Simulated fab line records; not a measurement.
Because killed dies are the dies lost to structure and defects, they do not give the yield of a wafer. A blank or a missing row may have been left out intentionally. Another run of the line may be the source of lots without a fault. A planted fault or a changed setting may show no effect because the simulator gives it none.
Lot-split experiment | flow n5 finfet | 21 wafers read across 7 lots, on a route 1938 steps long

## SPLIT DETAILS
At N5_PMOS_HMC_CHANNEL_EPI_HM_DEP_34 (deposits SiO2 from TEOS/O2, target thk 36 nm, time 6.9 s), the setting time s was moved away from the recipe's 6.9 s on 5 of the 21 wafers read, by -7.1% to +13.9%. All remaining wafers had this setting at the recipe value.

The reading is taken at the split's own step.

## THE READING
SiO2_of_PMOS_HMC_CHANNEL_EPI_HM_DEP_34.thk nm (the simulator's own value, which no gauge read), in nm, at N5_PMOS_HMC_CHANNEL_EPI_HM_DEP_34 (deposits SiO2 from TEOS/O2, target thk 36 nm, time 6.9 s). There is no usual value for it anywhere in the file. Average 36.02 nm, standard deviation 0.61 nm, over the 16 wafers here run with the recipe.

wafer  | tool, chamber at the split | time s as run, s | against the recipe | SiO2_of_PMOS_HMC_CHANNEL_EPI_HM_DEP_34.thk nm, nm | against lot-mates on the recipe
L075.1 | pecvd-04, 0                | 6.9              | recipe             | 35.52                                             | -
L075.2 | pecvd-04, 2                | 6.9              | recipe             | 35.25                                             | -
L075.5 | pecvd-04, 0                | 6.9              | recipe             | 36.02                                             | -
L080.1 | pecvd-01, 1                | 7.861            | +13.9%             | 40.96                                             | +4.49
L080.5 | pecvd-01, 1                | 6.9              | recipe             | 36.04                                             | -
L080.6 | pecvd-01, 2                | 6.9              | recipe             | 36.9                                              | -
L082.1 | pecvd-02, 0                | 6.9              | recipe             | 34.81                                             | -
L082.3 | pecvd-02, 1                | 6.9              | recipe             | 35.86                                             | -
L082.4 | pecvd-02, 1                | 6.9              | recipe             | 36.15                                             | -
L084.1 | pecvd-02, 0                | 6.9              | recipe             | 35.34                                             | -
L084.2 | pecvd-02, 2                | 6.9              | recipe             | 35.97                                             | -
L084.4 | pecvd-02, 1                | 6.9              | recipe             | 36.29                                             | -
L085.1 | pecvd-02, 0                | 6.412            | -7.1%              | 32.63                                             | -4.46
L085.5 | pecvd-02, 0                | 6.412            | -7.1%              | 33.31                                             | -3.78
L085.6 | pecvd-02, 2                | 6.9              | recipe             | 37.09                                             | -
L089.3 | pecvd-02, 2                | 7.244            | +5.0%              | 38.1                                              | +2.34
L089.4 | pecvd-02, 1                | 6.9              | recipe             | 35.63                                             | -
L089.6 | pecvd-02, 1                | 6.9              | recipe             | 35.88                                             | -
L094.1 | pecvd-01, 2                | 6.9              | recipe             | 36.76                                             | -
L094.4 | pecvd-01, 1                | 6.9              | recipe             | 36.73                                             | -
L094.6 | pecvd-01, 2                | 7.265            | +5.3%              | 38.86                                             | +2.12

THE FIT
A straight line over all 21 wafers: SiO2_of_PMOS_HMC_CHANNEL_EPI_HM_DEP_34.thk nm changes by +0.396 nm for each +1% of time s; r = +0.94; the points scatter about the line by 0.62 nm.
The same after taking each lot's own level away (the mean of its wafers on the recipe; 21 wafers): +0.419 nm for each +1%; r = +0.95; scatter 0.58 nm.
On that fit, the largest move of time s shifts the reading by 5.8 nm.
From 35.597 to 37.090 nm: that is the span of the lots' own levels, equal to 2.4 times the standard deviation above.
The two slopes agree, so the slope changes little with the lot-to-lot level.
Check: +7.28 nm against its lot-mates is what the line predicts for one of the wafers moved furthest among these (+13.9%) when that wafer is left out of the fit. It came out at +4.49 nm against them.

## OTHER SPLITS ON THESE WAFERS
Before the reading, these wafers also passed through other splits. Each is held against what the fit with the lots' levels taken away leaves over:
other split on the same wafers | wafers away from the commonest value | r with SiO2_of_PMOS_HMC_CHANNEL_EPI_HM_DEP_34.thk nm (lot level and that fit taken away)
N5_ZERO_LAYER_PECVD_02 time s  | 10                                   | +0.23

## THE FILE'S OWN FIT
SiO2_of_PMOS_HMC_CHANNEL_EPI_HM_DEP_34.thk nm changes by +0.386 nm for each +1% of time s, r = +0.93.
